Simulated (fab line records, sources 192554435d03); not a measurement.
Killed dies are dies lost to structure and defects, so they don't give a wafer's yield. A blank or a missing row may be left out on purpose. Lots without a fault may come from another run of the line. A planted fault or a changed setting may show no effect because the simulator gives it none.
Which tool did it? | flow n5_finfet | 19 lots, 57 wafers sampled, at 5 steps of a route of 1938

WHAT THE GAUGES READ, wafer by wafer
N5_BEOL_M1_INSPECT_30: inspects for defects (brightfield).
lot  | measured     | on                | raw_defect_count
L074 | day 6 03:52  | defect_inspect-01 | 362 397 488
L075 | day 6 08:04  | defect_inspect-01 | 314 567 620
L077 | day 7 01:28  | defect_inspect-02 | 430 458 350
L078 | day 7 10:42  | defect_inspect-01 | 335 310 300
L080 | day 7 18:41  | defect_inspect-02 | 406 420 410
L083 | day 8 12:23  | defect_inspect-01 | 530 391 475
L084 | day 8 15:47  | defect_inspect-02 | 598 462 341
L086 | day 9 05:18  | defect_inspect-02 | 392 406 459
L087 | day 9 10:55  | defect_inspect-02 | 292 351 304
L088 | day 9 18:09  | defect_inspect-02 | 503 431 517
L089 | day 9 22:48  | defect_inspect-01 | 478 461 445
L090 | day 10 08:59 | defect_inspect-01 | 341 427 410
L091 | day 10 10:31 | defect_inspect-02 | 354 402 447
L092 | day 10 18:33 | defect_inspect-02 | 474 371 286
L093 | day 10 22:39 | defect_inspect-02 | 397 412 382
L094 | day 11 03:46 | defect_inspect-01 | 368 452 374
L095 | day 11 08:06 | defect_inspect-02 | 465 355 390
L096 | day 11 15:01 | defect_inspect-02 | 459 379 584
L097 | day 11 18:25 | defect_inspect-01 | 521 519 463

WHICH TOOL RAN EACH LOT (tool, then ch and the chambers of the sampled wafers, then the start)
lot  | N5_BEOL_M0_SAQP_SPACER2_ETCHBACK_27 | N5_BEOL_M0_TRENCH_ETCH_107         | N5_BEOL_M0_STRIP_142               | N5_BEOL_M0_ETCH_109
L074 | rie_diel-04 ch 0,2, day 5 15:29     | rie_diel-05 ch 0,1,2, day 5 21:55  | rie_diel-05 ch 0,1,2, day 5 21:56  | rie_diel-05 ch 0,1,2, day 5 22:08
L075 | rie_diel-04 ch 1,2, day 5 20:27     | rie_diel-02 ch 0,1,2, day 6 01:11  | rie_diel-02 ch 0,1,2, day 6 01:12  | rie_diel-05 ch 0,1, day 6 01:29
L077 | rie_diel-01 ch 0,3, day 6 13:43     | rie_diel-05 ch 0,3, day 6 18:17    | rie_diel-05 ch 0,3, day 6 18:18    | rie_diel-02 ch 0,3, day 6 18:52
L078 | rie_diel-01 ch 1,3, day 6 23:52     | rie_diel-02 ch 1,2,3, day 7 03:44  | rie_diel-02 ch 1,2,3, day 7 03:46  | rie_diel-06 ch 1,2,3, day 7 04:10
L080 | rie_diel-01 ch 1,2,3, day 7 07:26   | rie_diel-05 ch 0,1,2, day 7 11:24  | rie_diel-05 ch 0,1,2, day 7 11:25  | rie_diel-02 ch 0,2,3, day 7 11:45
L083 | rie_diel-01 ch 0,3, day 7 22:18     | rie_diel-05 ch 0,1,2, day 8 03:13  | rie_diel-05 ch 0,1,2, day 8 03:14  | rie_diel-06 ch 0,3, day 8 03:40
L084 | rie_diel-01 ch 0,3, day 8 05:32     | rie_diel-06 ch 1,2, day 8 10:41    | rie_diel-06 ch 1,2, day 8 10:42    | rie_diel-02 ch 0,1,3, day 8 10:59
L086 | rie_diel-04 ch 0,1,2, day 8 20:52   | rie_diel-02 ch 0,1,3, day 9 00:05  | rie_diel-02 ch 0,1,3, day 9 00:06  | rie_diel-06 ch 0,2, day 9 00:29
L087 | rie_diel-04 ch 1,3, day 9 01:24     | rie_diel-02 ch 1,2, day 9 05:10    | rie_diel-02 ch 1,2, day 9 05:11    | rie_diel-06 ch 0,1,3, day 9 05:22
L088 | rie_diel-03 ch 0,1,2, day 9 08:22   | rie_diel-05 ch 0,3, day 9 12:24    | rie_diel-05 ch 0,3, day 9 12:25    | rie_diel-05 ch 0,2,3, day 9 12:37
L089 | rie_diel-01 ch 2,3, day 9 13:36     | rie_diel-06 ch 0,1,3, day 9 17:25  | rie_diel-06 ch 0,1,3, day 9 17:26  | rie_diel-06 ch 1,2,3, day 9 18:02
L090 | rie_diel-01 ch 0,2,3, day 9 20:08   | rie_diel-02 ch 0,1,3, day 10 01:46 | rie_diel-02 ch 0,1,3, day 10 01:47 | rie_diel-06 ch 0,1,2, day 10 01:59
L091 | rie_diel-04 ch 2,3, day 10 02:05    | rie_diel-02 ch 2,3, day 10 04:52   | rie_diel-02 ch 2,3, day 10 04:54   | rie_diel-06 ch 0,1, day 10 05:05
L092 | rie_diel-04 ch 1,2,3, day 10 07:37  | rie_diel-06 ch 0,1,2, day 10 11:04 | rie_diel-06 ch 0,1,2, day 10 11:06 | rie_diel-06 ch 1,2,3, day 10 11:18
L093 | rie_diel-04 ch 0,2, day 10 11:59    | rie_diel-06 ch 2,3, day 10 16:33   | rie_diel-06 ch 2,3, day 10 16:34   | rie_diel-02 ch 0,1,3, day 10 16:46
L094 | rie_diel-01 ch 1,2,3, day 10 18:30  | rie_diel-02 ch 0,1,3, day 10 21:26 | rie_diel-02 ch 0,1,3, day 10 21:28 | rie_diel-05 ch 0,1,2, day 10 21:40
L095 | rie_diel-01 ch 0,1,3, day 10 22:34  | rie_diel-05 ch 0,1,3, day 11 02:01 | rie_diel-05 ch 0,1,3, day 11 02:02 | rie_diel-05 ch 0,1,2, day 11 02:13
L096 | rie_diel-01 ch 1,3, day 11 03:13    | rie_diel-05 ch 1,2, day 11 09:46   | rie_diel-05 ch 1,2, day 11 09:47   | rie_diel-06 ch 0,1,2, day 11 09:59
L097 | rie_diel-04 ch 0,2,3, day 11 06:54  | rie_diel-05 ch 0,2, day 11 10:52   | rie_diel-05 ch 0,2, day 11 10:53   | rie_diel-06 ch 0,1,3, day 11 11:28
- N5_BEOL_M0_SAQP_SPACER2_ETCHBACK_27: etches SiO2 in CHF3/O2, target depth 22.5 nm, time 11.25 s.
- N5_BEOL_M0_TRENCH_ETCH_107: etches SiOC in C4F6/O2, target depth 32.8 nm, time 16.4 s.
- N5_BEOL_M0_STRIP_142: strips in N2/H2, time 10 s.
- N5_BEOL_M0_ETCH_109: etches SiCN in CH3F/O2, target depth 8 nm, overetch 2.4 nm, time 27.4 s.

WHAT THE TOOLS THEMSELVES READ (means of the sampled wafers that have a number; where no wafer has one, the mark that the record gives instead)
N5_BEOL_M0_SAQP_SPACER2_ETCHBACK_27.
lot  | tool        | O2_flow_sccm (sccm) | drypump_motor_current_A (A) | mfc_ar_sccm (sccm) | oes_product_au (a.u.) | rf_vpp_V (V) | showerhead_plenum_p_Torr (Torr) | throttle_valve_pct (%)
L074 | rie_diel-04 | 5.012               | 5.4                         | 198.9              | 0.73                  | 523          | 2.43                            | 18.70
L075 | rie_diel-04 | 4.989               | 6.0                         | 199.3              | 0.71                  | 528          | 2.43                            | 18.96
L077 | rie_diel-01 | 5.006               | 5.4                         | 199.6              | 0.71                  | 512          | 2.40                            | 19.06
L078 | rie_diel-01 | 5.002               | 5.9                         | 200.6              | 0.79                  | 525          | 2.36                            | 18.71
L080 | rie_diel-01 | 4.992               | 6.0                         | 200.0              | 0.79                  | 521          | 2.39                            | 18.78
L083 | rie_diel-01 | 4.988               | 5.5                         | 199.8              | 0.70                  | 512          | 2.40                            | 19.07
L084 | rie_diel-01 | 5.001               | 5.5                         | 200.2              | 0.70                  | 512          | 2.40                            | 19.06
L086 | rie_diel-04 | 5.000               | 5.5                         | 199.6              | 0.80                  | 527          | 2.39                            | 18.83
L087 | rie_diel-04 | 4.994               | 6.0                         | 199.9              | 0.89                  | 531          | 2.39                            | 18.96
L088 | rie_diel-03 | 4.991               | 5.6                         | 200.3              | 0.73                  | 518          | 2.41                            | 19.17
L089 | rie_diel-01 | 4.989               | 6.0                         | 200.6              | 0.72                  | 517          | 2.33                            | 18.89
L090 | rie_diel-01 | 4.997               | 5.8                         | 200.3              | 0.81                  | 512          | 2.38                            | 18.89
L091 | rie_diel-04 | 4.999               | 5.9                         | 199.8              | 0.71                  | 524          | 2.41                            | 19.11
L092 | rie_diel-04 | 5.002               | 5.9                         | 199.3              | 0.78                  | 526          | 2.41                            | 18.93
L093 | rie_diel-04 | 4.986               | 5.0                         | 199.2              | 0.69                  | 524          | 2.36                            | 18.97
L094 | rie_diel-01 | 5.016               | 6.0                         | 199.8              | 0.76                  | 520          | 2.38                            | 18.81
L095 | rie_diel-01 | 4.992               | 5.7                         | 199.8              | 0.85                  | 519          | 2.40                            | 18.74
L096 | rie_diel-01 | 5.004               | 5.9                         | 200.0              | 0.76                  | 524          | 2.35                            | 18.75
L097 | rie_diel-04 | 4.994               | 5.4                         | 199.7              | 0.69                  | 524          | 2.38                            | 19.05

N5_BEOL_M0_TRENCH_ETCH_107.
lot  | tool        | O2_flow_sccm (sccm) | drypump_motor_current_A (A) | mfc_ar_sccm (sccm) | oes_product_au (a.u.) | rf_vpp_V (V) | showerhead_plenum_p_Torr (Torr) | throttle_valve_pct (%)
L074 | rie_diel-05 | 10.01               | 5.5                         | 300.3              | 0.80                  | 679          | 2.91                            | 20.90
L075 | rie_diel-02 | 10.01               | 6.0                         | 299.6              | 0.78                  | 656          | 2.89                            | 20.94
L077 | rie_diel-05 | 10.01               | 5.5                         | 300.2              | 0.81                  | 669          | 2.92                            | 20.99
L078 | rie_diel-02 | 9.99                | 5.8                         | 300.2              | 0.73                  | 647          | 2.85                            | 21.10
L080 | rie_diel-05 | 10.00               | 5.5                         | 300.2              | 0.79                  | 678          | 2.90                            | 20.92
L083 | rie_diel-05 | 10.02               | 5.5                         | 300.1              | 0.78                  | 678          | 2.90                            | 20.93
L084 | rie_diel-06 | 10.00               | 5.6                         | 299.7              | 0.72                  | 654          | 2.90                            | 20.84
L086 | rie_diel-02 | 10.00               | 6.2                         | 300.4              | 0.78                  | 650          | 2.89                            | 20.90
L087 | rie_diel-02 | 10.01               | 5.5                         | 299.3              | 0.71                  | 652          | 2.84                            | 21.19
L088 | rie_diel-05 | 9.98                | 5.5                         | 300.2              | 0.78                  | 670          | 2.91                            | 21.03
L089 | rie_diel-06 | 10.00               | 5.9                         | 300.1              | 0.73                  | 659          | 2.87                            | 21.10
L090 | rie_diel-02 | 9.97                | 6.3                         | 299.7              | 0.76                  | 650          | 2.88                            | 20.92
L091 | rie_diel-02 | 9.98                | 5.6                         | 299.1              | 0.74                  | 638          | 2.85                            | 21.27
L092 | rie_diel-06 | 10.01               | 5.9                         | 300.1              | 0.71                  | 650          | 2.86                            | 20.99
L093 | rie_diel-06 | 9.96                | 5.6                         | 300.6              | 0.79                  | 664          | 2.88                            | 21.04
L094 | rie_diel-02 | 10.00               | 6.2                         | 300.5              | 0.76                  | 650          | 2.88                            | 20.92
L095 | rie_diel-05 | 10.01               | 5.7                         | 299.7              | 0.79                  | 669          | 2.91                            | 21.00
L096 | rie_diel-05 | 9.99                | 5.3                         | 300.4              | 0.75                  | 679          | 2.91                            | 20.74
L097 | rie_diel-05 | 10.01               | 5.1                         | 299.4              | 0.73                  | 677          | 2.90                            | 20.78

N5_BEOL_M0_STRIP_142.
lot  | tool        | drypump_motor_current_A (A) | oes_product_au (a.u.) | rf_vpp_V (V) | showerhead_plenum_p_Torr (Torr) | throttle_valve_pct (%)
L074 | rie_diel-05 | 5.5                         | 0.81                  | 58.6         | 2.59                            | 23.61
L075 | rie_diel-02 | 6.0                         | 0.78                  | 59.5         | 2.58                            | 23.74
L077 | rie_diel-05 | 5.5                         | 0.82                  | 58.2         | 2.59                            | 23.47
L078 | rie_diel-02 | 5.8                         | 0.73                  | 59.0         | 2.53                            | 23.80
L080 | rie_diel-05 | 5.5                         | 0.80                  | 58.6         | 2.58                            | 23.63
L083 | rie_diel-05 | 5.5                         | 0.79                  | 59.6         | 2.58                            | 23.64
L084 | rie_diel-06 | 5.6                         | 0.72                  | 59.3         | 2.60                            | 23.51
L086 | rie_diel-02 | 6.2                         | 0.77                  | 59.6         | 2.59                            | 23.80
L087 | rie_diel-02 | 5.5                         | 0.71                  | 58.8         | 2.51                            | 23.80
L088 | rie_diel-05 | 5.5                         | 0.79                  | 59.5         | 2.57                            | 23.51
L089 | rie_diel-06 | 5.9                         | 0.73                  | 59.5         | 2.56                            | 23.87
L090 | rie_diel-02 | 6.2                         | 0.77                  | 59.8         | 2.58                            | 23.81
L091 | rie_diel-02 | 5.6                         | 0.74                  | 59.1         | 2.53                            | 23.98
L092 | rie_diel-06 | 5.9                         | 0.71                  | 59.7         | 2.55                            | 23.80
L093 | rie_diel-06 | 5.6                         | 0.79                  | 59.5         | 2.55                            | 23.76
L094 | rie_diel-02 | 6.2                         | 0.75                  | 57.7         | 2.58                            | 23.83
L095 | rie_diel-05 | 5.7                         | 0.80                  | 58.6         | 2.58                            | 23.68
L096 | rie_diel-05 | 5.3                         | 0.74                  | 59.8         | 2.60                            | 23.63
L097 | rie_diel-05 | 5.1                         | 0.73                  | 59.4         | 2.60                            | 23.48

N5_BEOL_M0_ETCH_109.
lot  | tool        | O2_flow_sccm (sccm) | drypump_motor_current_A (A) | mfc_ar_sccm (sccm) | oes_product_au (a.u.) | rf_vpp_V (V) | showerhead_plenum_p_Torr (Torr) | throttle_valve_pct (%)
L074 | rie_diel-05 | 20.03               | 5.5                         | 149.7              | 0.69                  | 298.0        | 2.05                            | 16.32
L075 | rie_diel-05 | 20.02               | 5.7                         | 150.4              | 0.68                  | 298.0        | 2.03                            | 16.50
L077 | rie_diel-02 | 19.99               | 6.3                         | 150.3              | 0.71                  | 298.8        | 2.08                            | 16.34
L078 | rie_diel-06 | 20.03               | 5.6                         | 150.1              | 0.67                  | 297.6        | 2.04                            | 16.36
L080 | rie_diel-02 | 20.07               | 5.8                         | 150.1              | 0.69                  | 297.9        | 2.04                            | 16.55
L083 | rie_diel-06 | 19.97               | 6.2                         | 149.6              | 0.63                  | 296.6        | 2.00                            | 16.59
L084 | rie_diel-02 | 20.04               | 6.2                         | 150.1              | 0.67                  | 297.6        | 2.03                            | 16.35
L086 | rie_diel-06 | 19.99               | 5.8                         | 150.2              | 0.64                  | 297.3        | 2.00                            | 16.39
L087 | rie_diel-06 | 20.03               | 5.9                         | 149.7              | 0.63                  | 297.5        | 2.02                            | 16.54
L088 | rie_diel-05 | 19.93               | 5.3                         | 150.1              | 0.65                  | 298.0        | 2.06                            | 16.27
L089 | rie_diel-06 | 20.03               | 5.6                         | 150.1              | 0.64                  | 297.9        | 2.03                            | 16.41
L090 | rie_diel-06 | 20.01               | 5.9                         | 149.6              | 0.61                  | 297.0        | 2.01                            | 16.46
L091 | rie_diel-06 | 20.03               | 6.2                         | 149.8              | 0.60                  | 297.1        | 2.00                            | 16.60
L092 | rie_diel-06 | 20.00               | 5.6                         | 150.1              | 0.64                  | 297.8        | 2.03                            | 16.41
L093 | rie_diel-02 | 19.97               | 6.2                         | 150.1              | 0.65                  | 298.0        | 2.02                            | 16.39
L094 | rie_diel-05 | 20.00               | 5.5                         | 150.1              | 0.65                  | 298.9        | 2.03                            | 16.41
L095 | rie_diel-05 | 20.04               | 5.5                         | 150.0              | 0.66                  | 297.3        | 2.03                            | 16.42
L096 | rie_diel-06 | 20.00               | 5.9                         | 149.6              | 0.62                  | 297.0        | 2.01                            | 16.49
L097 | rie_diel-06 | 20.08               | 5.9                         | 149.9              | 0.62                  | 297.8        | 2.02                            | 16.57

THE ANSWER, worked out from the rows above alone
Rule: what is usual is taken from the lots themselves. Put in order of their means at a reading, lots are off if they are a third of the lots or fewer, leave a main group of 4 or more, and stand apart from it by a gap of 3 or more times the standard deviation of the main group's means; of several such gaps the widest counts. A main group whose means are all the same, to the digits that the tables above print for the reading, isn't used. A lot without any number at a reading at which 4 lots or more have one is off too. The other lots that the step has rows for count as sound. The gauges are gone through in route order, then the tools' own readings, and for those a lot's mean is taken as printed above. The first step at which some lot is off is used, and at that step the reading that is off furthest; a lot without a number counts as furthest.
No lot is off at any reading shown: from this, nothing can be told.

WHAT THE SIMULATOR HAD PUT IN
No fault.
